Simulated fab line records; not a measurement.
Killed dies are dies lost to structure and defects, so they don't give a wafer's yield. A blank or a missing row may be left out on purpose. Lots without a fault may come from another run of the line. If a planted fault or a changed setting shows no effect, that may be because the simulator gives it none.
Chamber matching	flow nand_harc	NHARC_A_STAIRCASE_DEP_259 on pecvd-02 has 3 sister chambers
The step deposits SiON, target thk 30 nm. 3 wafers are shown with their chamber, then 7 later ones without.

== EACH WAFER AND ITS CHAMBER ==
wafer	chamber	heater_power_w (W)
L118.6	0	599
L120.1	1	782
L120.3	2	736

== WAFERS WITHOUT THEIR CHAMBER ==
wafer	heater_power_w (W)
L120.6	751
L123.1	731
L123.3	723
L123.5	761
L127.2	760
L127.3	747
L127.6	777

== THE CHAMBER EACH PASSED THROUGH ==
wafer	from the rows above	in truth
L120.6	can't be placed: 2 or 1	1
L123.1	2	2
L123.3	2	2
L123.5	can't be placed: 1 or 2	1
L127.2	can't be placed: 1 or 2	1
L127.3	can't be placed: 2 or 1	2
L127.6	1	1
Correct placement for 3 of the 7. Not placeable from these rows: 4 (in 4, the candidates include the true chamber). Number placed wrongly: 0.
How it was worked out, from the rows above alone: a wafer's distance from a chamber is the root of the sum, over the readings, of the square of ((its reading less the chamber's mean) divided by the reading's scatter). If the next closest chamber is less than 2 further off than the closest, the wafer can't be placed; otherwise it belongs to the closest. The mean given for a chamber averages the wafers shown for that chamber. The scatter (one wafer shown for each chamber): square how far every hidden wafer sits from the nearest shown wafer, average those squares and take the square root.
